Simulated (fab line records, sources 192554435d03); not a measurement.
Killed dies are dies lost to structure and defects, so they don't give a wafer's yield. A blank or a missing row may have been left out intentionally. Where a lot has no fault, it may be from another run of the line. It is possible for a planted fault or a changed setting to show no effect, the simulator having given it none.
Lot-split experiment || flow n5-finfet || 21 wafers read across 7 lots, on a route 1938 steps long

== THE SPLIT ==
At N5_BEOL_M14_SPUTTER_43 (material TaN, target thk 15 nm, time 24.19 s), the setting power-w was moved away from the recipe's 15000 W on 7 of the 21 wafers read, by -10.7% to +16.3%. This setting was run at the recipe's value on the other wafers.

The reading is taken at the split's own step.

== THE READING ==
TaN_of_BEOL_M14_SPUTTER_43.thk-nm (the simulator's own value, which no gauge read), in nm, at N5_BEOL_M14_SPUTTER_43 (material TaN, target thk 15 nm, time 24.19 s). The file does not state a usual value for it. Here, 14 wafers ran the recipe; their average is 14.9 nm with a standard deviation of 0.2 nm.

{"wafer": "L075.1", "tool, chamber at the split": "pvd-sputter-01, -", "power-w as run, W": 17440, "against the recipe": "+16.3%", "TaN_of_BEOL_M14_SPUTTER_43.thk-nm, nm": 17.4, "against lot-mates on the recipe": "+2.4"}
{"wafer": "L075.4", "tool, chamber at the split": "pvd-sputter-01, -", "power-w as run, W": 17440, "against the recipe": "+16.3%", "TaN_of_BEOL_M14_SPUTTER_43.thk-nm, nm": 17, "against lot-mates on the recipe": "+2.0"}
{"wafer": "L075.5", "tool, chamber at the split": "pvd-sputter-01, -", "power-w as run, W": 15000, "against the recipe": "recipe", "TaN_of_BEOL_M14_SPUTTER_43.thk-nm, nm": 15, "against lot-mates on the recipe": "-"}
{"wafer": "L083.2", "tool, chamber at the split": "pvd-sputter-01, -", "power-w as run, W": 15000, "against the recipe": "recipe", "TaN_of_BEOL_M14_SPUTTER_43.thk-nm, nm": 15.2, "against lot-mates on the recipe": "-"}
{"wafer": "L083.4", "tool, chamber at the split": "pvd-sputter-01, -", "power-w as run, W": 15930, "against the recipe": "+6.2%", "TaN_of_BEOL_M14_SPUTTER_43.thk-nm, nm": 16.2, "against lot-mates on the recipe": "+1.1"}
{"wafer": "L083.6", "tool, chamber at the split": "pvd-sputter-01, -", "power-w as run, W": 15000, "against the recipe": "recipe", "TaN_of_BEOL_M14_SPUTTER_43.thk-nm, nm": 15, "against lot-mates on the recipe": "-"}
{"wafer": "L082.1", "tool, chamber at the split": "pvd-sputter-02, -", "power-w as run, W": 16430, "against the recipe": "+9.5%", "TaN_of_BEOL_M14_SPUTTER_43.thk-nm, nm": 16.2, "against lot-mates on the recipe": "+1.4"}
{"wafer": "L082.4", "tool, chamber at the split": "pvd-sputter-02, -", "power-w as run, W": 15000, "against the recipe": "recipe", "TaN_of_BEOL_M14_SPUTTER_43.thk-nm, nm": 14.8, "against lot-mates on the recipe": "-"}
{"wafer": "L082.5", "tool, chamber at the split": "pvd-sputter-02, -", "power-w as run, W": 15000, "against the recipe": "recipe", "TaN_of_BEOL_M14_SPUTTER_43.thk-nm, nm": 14.8, "against lot-mates on the recipe": "-"}
{"wafer": "L090.1", "tool, chamber at the split": "pvd-sputter-01, -", "power-w as run, W": 15000, "against the recipe": "recipe", "TaN_of_BEOL_M14_SPUTTER_43.thk-nm, nm": 15, "against lot-mates on the recipe": "-"}
{"wafer": "L090.3", "tool, chamber at the split": "pvd-sputter-01, -", "power-w as run, W": 15000, "against the recipe": "recipe", "TaN_of_BEOL_M14_SPUTTER_43.thk-nm, nm": 14.8, "against lot-mates on the recipe": "-"}
{"wafer": "L090.6", "tool, chamber at the split": "pvd-sputter-01, -", "power-w as run, W": 13390, "against the recipe": "-10.7%", "TaN_of_BEOL_M14_SPUTTER_43.thk-nm, nm": 13, "against lot-mates on the recipe": -1.9}
{"wafer": "L096.2", "tool, chamber at the split": "pvd-sputter-01, -", "power-w as run, W": 15000, "against the recipe": "recipe", "TaN_of_BEOL_M14_SPUTTER_43.thk-nm, nm": 15.2, "against lot-mates on the recipe": "-"}
{"wafer": "L096.4", "tool, chamber at the split": "pvd-sputter-01, -", "power-w as run, W": 15000, "against the recipe": "recipe", "TaN_of_BEOL_M14_SPUTTER_43.thk-nm, nm": 15, "against lot-mates on the recipe": "-"}
{"wafer": "L096.6", "tool, chamber at the split": "pvd-sputter-01, -", "power-w as run, W": 15760, "against the recipe": "+5.1%", "TaN_of_BEOL_M14_SPUTTER_43.thk-nm, nm": 15.4, "against lot-mates on the recipe": "+0.3"}
{"wafer": "L094.1", "tool, chamber at the split": "pvd-sputter-01, -", "power-w as run, W": 15000, "against the recipe": "recipe", "TaN_of_BEOL_M14_SPUTTER_43.thk-nm, nm": 14.6, "against lot-mates on the recipe": "-"}
{"wafer": "L094.2", "tool, chamber at the split": "pvd-sputter-01, -", "power-w as run, W": 15000, "against the recipe": "recipe", "TaN_of_BEOL_M14_SPUTTER_43.thk-nm, nm": 14.6, "against lot-mates on the recipe": "-"}
{"wafer": "L094.6", "tool, chamber at the split": "pvd-sputter-01, -", "power-w as run, W": 15000, "against the recipe": "recipe", "TaN_of_BEOL_M14_SPUTTER_43.thk-nm, nm": 15, "against lot-mates on the recipe": "-"}
{"wafer": "L092.1", "tool, chamber at the split": "pvd-sputter-01, -", "power-w as run, W": 15000, "against the recipe": "recipe", "TaN_of_BEOL_M14_SPUTTER_43.thk-nm, nm": 14.6, "against lot-mates on the recipe": "-"}
{"wafer": "L092.2", "tool, chamber at the split": "pvd-sputter-01, -", "power-w as run, W": 16600, "against the recipe": "+10.7%", "TaN_of_BEOL_M14_SPUTTER_43.thk-nm, nm": 16.6, "against lot-mates on the recipe": "+1.9"}
{"wafer": "L092.4", "tool, chamber at the split": "pvd-sputter-01, -", "power-w as run, W": 15000, "against the recipe": "recipe", "TaN_of_BEOL_M14_SPUTTER_43.thk-nm, nm": 14.8, "against lot-mates on the recipe": "-"}

FIT RESULTS
A straight line over all 21 wafers: TaN_of_BEOL_M14_SPUTTER_43.thk-nm changes by +0.151 nm for each +1% of power-w; r = +0.97; the points scatter about the line by 0.22 nm.
The same after taking each lot's own level away (the mean of its wafers on the recipe; 21 wafers): +0.149 nm for each +1%; r = +0.98; scatter 0.2 nm.
That fit puts the effect of the largest move of power-w on the reading at 2.4 nm.
Across the lots, their own levels run from 14.70 to 15.10 nm, a range of 2.0 times the standard deviation given above.
The two slopes are in agreement: the lot-to-lot level therefore moves the slope only a little.
Check: for one of the wafers moved furthest among these (+16.3%), held out of the fit, the line's prediction against its lot-mates is +2.38 nm. Against them it came out at +2.4 nm.

== ADDITIONAL SPLITS CARRIED BY THESE WAFERS ==
Other splits were also applied to these wafers ahead of the reading. Each is held against what the fit with the lots' levels taken away leaves over:
{"other split on the same wafers": "N5_BEOL_M12_EXPOSE_07 dose-mj", "wafers away from the commonest value": 10, "r with TaN_of_BEOL_M14_SPUTTER_43.thk-nm (lot level and that fit taken away)": -0.16}
{"other split on the same wafers": "N5_BEOL_M14_TRENCH_ETCH_34 bias-w", "wafers away from the commonest value": 5, "r with TaN_of_BEOL_M14_SPUTTER_43.thk-nm (lot level and that fit taken away)": -0.26}

== THE FILE'S OWN FIT ==
TaN_of_BEOL_M14_SPUTTER_43.thk-nm changes by +0.151 nm for each +1% of power-w, r = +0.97.
